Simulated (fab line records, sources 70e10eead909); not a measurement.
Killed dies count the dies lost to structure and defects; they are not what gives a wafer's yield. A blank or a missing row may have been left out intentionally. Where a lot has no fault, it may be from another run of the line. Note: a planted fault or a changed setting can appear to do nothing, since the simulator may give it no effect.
Which tool did it? | flow nand_harc | 12 lots, 36 wafers sampled, at 6 steps of a route of 1159

== WHAT THE GAUGES SHOWED, per wafer ==
NHARC_A_M1_OVL_MEAS_10: pitch 240 nm. Usual: overlay_x_nm -0.1 nm, standard deviation 0.69; overlay_y_nm 0.0 nm, standard deviation 0.6.
lot  | measured     | on         | overlay_x_nm (nm) | overlay_y_nm (nm) | flag
L208 | day 18 19:20 | overlay-02 | -0.2 -0.8 -0.1    | -0.7 -0.6 -0.5    |
L207 | day 19 00:15 | overlay-01 | 1.1 0.9 0.8       | -0.4 -0.9 0.1     |
L206 | day 19 01:05 | overlay-01 | 0.5 0.8 0.6       | 0.0 0.3 -0.1      |
L212 | day 19 17:19 | overlay-02 | 0.6 -0.4 0.3      | 0.0 -0.2 -0.4     |
L214 | day 20 17:47 | overlay-02 | -0.3 0.1 0.0      | 0.5 0.2 -0.3      |
L216 | day 20 18:09 | overlay-02 | 0.4 0.5 0.7       | 0.3 0.3 0.3       |
L217 | day 22 05:11 | overlay-02 | -0.6 -1.2 -0.8    | 0.2 0.2 0.5       |
L219 | day 22 05:52 | overlay-01 | -0.1 -0.1 0.1     | 0.7 0.7 1.2       |
L227 | day 22 21:40 | overlay-01 | 0.7 0.3 0.4       | 0.2 0.2 0.1       |
L225 | day 23 03:19 | overlay-02 | 0.4 0.5 0.4       | -0.1 -0.5 -0.2    |
L226 | day 23 10:49 | overlay-02 | -1.6 -1.8 -0.9    | -0.3 -0.1 -0.4    |
L228 | day 23 11:36 | overlay-02 | -0.9 -1.6 -1.4    | 0.2 -0.5 -0.3     |

NHARC_A_M1_INSPECT_27. Usual: raw_defect_count at 463, with a standard deviation of 120.
lot  | measured     | on                | raw_defect_count | flag
L208 | day 18 22:04 | defect_inspect-02 | 527 319 303      |
L207 | day 19 02:59 | defect_inspect-02 | 512 381 453      |
L206 | day 19 03:49 | defect_inspect-02 | 441 580 353      |
L212 | day 19 20:01 | defect_inspect-01 | 667 806 638      |
L214 | day 20 21:02 | defect_inspect-02 | 392 309 349      |
L216 | day 20 21:05 | defect_inspect-01 | 553 646 498      |
L217 | day 22 07:52 | defect_inspect-01 | 784 500 4805     | OFF
L219 | day 22 08:32 | defect_inspect-02 | 430 439 4868     | OFF
L227 | day 23 00:24 | defect_inspect-02 | 465 385 319      |
L225 | day 23 06:52 | defect_inspect-01 | 563 4920 327     | OFF
L226 | day 23 13:29 | defect_inspect-02 | 481 420 403      |
L228 | day 23 14:25 | defect_inspect-02 | 547 540 597      |

NHARC_END_SORT_01. Usual: defect_limited_yield 95.4 %, standard deviation 1.5; killed_at_array 28, standard deviation 10; killed_at_other 0.5, standard deviation 0.82; killed_at_periphery 3.4, standard deviation 2.2; killed_dies 31, standard deviation 10; killed_open 3.4, standard deviation 1.9; killed_short 1.9, standard deviation 1.3; sort_bin_2_pct 1.5 %, standard deviation 0.6; sort_bin_3_pct 0.29 %, standard deviation 0.24; sort_bin_4_pct 2.9 %, standard deviation 0.97; sort_n_pass 646, standard deviation 10; sort_rim_yield_pct 94.7 %, standard deviation 3; sort_yield_pct 95.4 %, standard deviation 1.5.
lot  | measured     | on        | defect_limited_yield (%) | killed_at_array | killed_at_other | killed_at_periphery | killed_dies | killed_open | killed_short | sort_bin_2_pct (%) | sort_bin_3_pct (%) | sort_bin_4_pct (%) | sort_n_pass | sort_rim_yield_pct (%) | sort_yield_pct (%) | flag
L212 | day 21 06:40 | prober-02 | 96.2 95.6 96.3           | 22 26 23        | 2 1 1           | 2 3 1               | 26 30 25    | 4 6 2       | 2 2 4        | 1.3 1.0 1.2        | 0.30 0.15 0.30     | 2.2 3.2 2.2        | 651 647 652 | 94.3 93.4 97.2         | 96.2 95.6 96.3     |
L214 | day 22 13:51 | prober-02 | 95.1 96.2 94.2           | 25 20 32        | 0 0 1           | 8 6 6               | 33 26 39    | 1 4 6       | 1 1 0        | 2.1 1.2 2.7        | 0.15 0.15 0        | 2.7 2.5 3.1        | 644 651 638 | 99.1 92.5 96.2         | 95.1 96.2 94.2     |
L216 | day 22 04:23 | prober-01 | 94.1 96.2 95.1           | 38 26 33        | 0 0 0           | 2 0 0               | 40 26 33    | 5 1 0       | 0 3 3        | 2.1 1.3 1.5        | 0.15 0.15 0.44     | 3.7 2.4 3.0        | 637 651 644 | 98.1 99.1 99.1         | 94.1 96.2 95.1     |
L217 | day 24 03:14 | prober-02 | 95.6 93.9 0              | 26 37 674       | 0 0 0           | 4 4 3               | 30 41 677   | 3 7 7       | 1 3 4        | 1.0 1.9 1.6        | 0.15 0.89 95.13    | 3.2 3.2 3.2        | 647 636 0   | 91.5 93.4 0            | 95.6 93.9 0        | OFF
L219 | day 24 01:24 | prober-01 | 94.2 93.5 0              | 35 41 673       | 3 1 3           | 1 2 1               | 39 44 677   | 3 6 1       | 1 0 2        | 2.1 2.7 1.3        | 0.15 0.59 94.39    | 3.5 3.2 4.3        | 638 633 0   | 91.5 84.0 0            | 94.2 93.5 0        | OFF
L225 | day 24 17:08 | prober-01 | 92.9 0 94.8              | 45 676 31       | 0 0 0           | 3 1 4               | 48 677 35   | 4 0 3       | 1 1 1        | 2.2 2.2 2.2        | 0 95.27 0.44       | 4.9 2.5 2.5        | 629 0 642   | 96.2 0 94.3            | 92.9 0 94.8        | OFF

== EACH LOT AND THE TOOL THAT RAN IT (in order: tool; ch and the chambers of the sampled wafers; start) ==
lot  | NHARC_A_M1_DEGAS_29          | NHARC_A_M1_ANNEAL_31             | NHARC_A_M1_CMP_23
L208 | pvd_sputter-02, day 18 20:31 | rtp_anneal-02 ch 0, day 18 21:14 | cmp-03 ch 0,1,3, day 18 21:37
L207 | pvd_sputter-03, day 19 01:25 | rtp_anneal-01 ch 0, day 19 02:16 | cmp-02 ch 1,2, day 19 02:31
L206 | pvd_sputter-01, day 19 02:16 | rtp_anneal-01 ch 0, day 19 02:59 | cmp-03 ch 0,2,3, day 19 03:25
L212 | pvd_sputter-01, day 19 18:26 | rtp_anneal-01 ch 0, day 19 19:11 | cmp-02 ch 0,1,3, day 19 19:33
L214 | pvd_sputter-02, day 20 18:56 | rtp_anneal-02 ch 0, day 20 20:22 | cmp-01 ch 0,2,3, day 20 20:37
L216 | pvd_sputter-03, day 20 19:16 | rtp_anneal-01 ch 0, day 20 20:19 | cmp-03 ch 1,2,3, day 20 20:37
L217 | pvd_sputter-03, day 22 06:19 | rtp_anneal-01 ch 0, day 22 07:02 | cmp-03 ch 0,3, day 22 07:23
L219 | pvd_sputter-02, day 22 06:59 | rtp_anneal-02 ch 0, day 22 07:43 | cmp-03 ch 0,1,3, day 22 08:07
L227 | pvd_sputter-02, day 22 22:50 | rtp_anneal-01 ch 0, day 22 23:34 | cmp-01 ch 2,3, day 22 23:56
L225 | pvd_sputter-02, day 23 04:26 | rtp_anneal-01 ch 0, day 23 06:03 | cmp-03 ch 0,2,3, day 23 06:23
L226 | pvd_sputter-01, day 23 11:55 | rtp_anneal-01 ch 0, day 23 12:46 | cmp-01 ch 0,2, day 23 13:02
L228 | pvd_sputter-01, day 23 12:43 | rtp_anneal-02 ch 0, day 23 13:35 | cmp-01 ch 0,1,3, day 23 13:56
- NHARC_A_M1_DEGAS_29: time 60 s.
- NHARC_A_M1_ANNEAL_31: time 90 s.
- NHARC_A_M1_CMP_23: polishes, t overpolish 20 s, target thk 154.34 nm.

== AS READ BY THE TOOLS THEMSELVES (means over the sampled wafers that have a number; for cases with no such wafer, the mark the record gives instead) ==
NHARC_A_M1_DEGAS_29. Usual: heater_power_w at 328 W, with a standard deviation of 37.
lot  | tool           | heater_power_w (W) | flag
L208 | pvd_sputter-02 | 337                |
L207 | pvd_sputter-03 | 324                |
L206 | pvd_sputter-01 | 300                |
L212 | pvd_sputter-01 | 304                |
L214 | pvd_sputter-02 | 362                |
L216 | pvd_sputter-03 | 286                |
L217 | pvd_sputter-03 | 330                |
L219 | pvd_sputter-02 | 331                |
L227 | pvd_sputter-02 | 332                |
L225 | pvd_sputter-02 | 335                |
L226 | pvd_sputter-01 | 272                |
L228 | pvd_sputter-01 | 291                |

NHARC_A_M1_ANNEAL_31. Usual: wafer_temp_C_max at 226.0, with a standard deviation of 0.58.
lot  | tool          | wafer_temp_C_max | flag
L208 | rtp_anneal-02 | 226.6            |
L207 | rtp_anneal-01 | 225.6            |
L206 | rtp_anneal-01 | 225.5            |
L212 | rtp_anneal-01 | 225.7            |
L214 | rtp_anneal-02 | 226.8            |
L216 | rtp_anneal-01 | 225.7            |
L217 | rtp_anneal-01 | 225.5            |
L219 | rtp_anneal-02 | 226.8            |
L227 | rtp_anneal-01 | 225.5            |
L225 | rtp_anneal-01 | 225.7            |
L226 | rtp_anneal-01 | 225.6            |
L228 | rtp_anneal-02 | 226.6            |

NHARC_A_M1_CMP_23. Usual: motor_current_A 12.2 A, standard deviation 1.5; slurry_flow_ml_min 149.9, standard deviation 0.48; time_to_endpoint_s 27.5 s, standard deviation 2.3.
lot  | tool   | motor_current_A (A) | slurry_flow_ml_min | time_to_endpoint_s (s) | flag
L208 | cmp-03 | 12.5                | 149.8              | 28.5                   |
L207 | cmp-02 | 10.7                | 150.3              | 28.2                   |
L206 | cmp-03 | 11.7                | 149.8              | 26.6                   |
L212 | cmp-02 | 12.2                | 150.1              | 29.5                   |
L214 | cmp-01 | 12.3                | 150.1              | 26.1                   |
L216 | cmp-03 | 13.1                | 150.0              | 26.7                   |
L217 | cmp-03 | 11.0                | 149.8              | 31.4                   |
L219 | cmp-03 | 12.0                | 150.5              | 30.5                   |
L227 | cmp-01 | 11.7                | 149.8              | 30.3                   |
L225 | cmp-03 | 11.6                | 149.9              | 32.0                   |
L226 | cmp-01 | 13.2                | 150.5              | 26.8                   |
L228 | cmp-01 | 12.7                | 150.0              | 28.8                   |

== THE ANSWER, worked out from the rows above alone ==
Rule: a lot is off if the mean of its wafers that have a number lies more than 3 standard deviations from the usual mean. Also off: a lot with no number at a reading for which 4 or more lots have one. The other lots that the step has rows for count as sound. Order of review: gauges by route order, followed by the tools' own readings, for which a lot's mean as printed above is used. At the first step where some lot is off, the reading lying furthest off is the one used; lots without a number count as furthest.
Off: L217, L219, L225, at NHARC_A_M1_INSPECT_27 (raw_defect_count).
If a tool, at a process step before that reading, ran all the lots that are off and no sound lot after the first of them, it fits. The gauges at NHARC_A_M1_INSPECT_27 aren't tried: what is off there is off at NHARC_END_SORT_01 too, on other tools, and a gauge's error can't cause that. One fits: NHARC_A_M1_CMP_23 on cmp-03. A fault onset in the window from L216 (day 20 20:37, its last sound lot) to L217 (day 22 07:23, its first lot off) fits.

== WHAT THE SIMULATOR HAD PUT IN ==
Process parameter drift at NHARC_A_M1_CMP_23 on cmp-03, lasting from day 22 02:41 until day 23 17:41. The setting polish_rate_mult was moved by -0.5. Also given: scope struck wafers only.
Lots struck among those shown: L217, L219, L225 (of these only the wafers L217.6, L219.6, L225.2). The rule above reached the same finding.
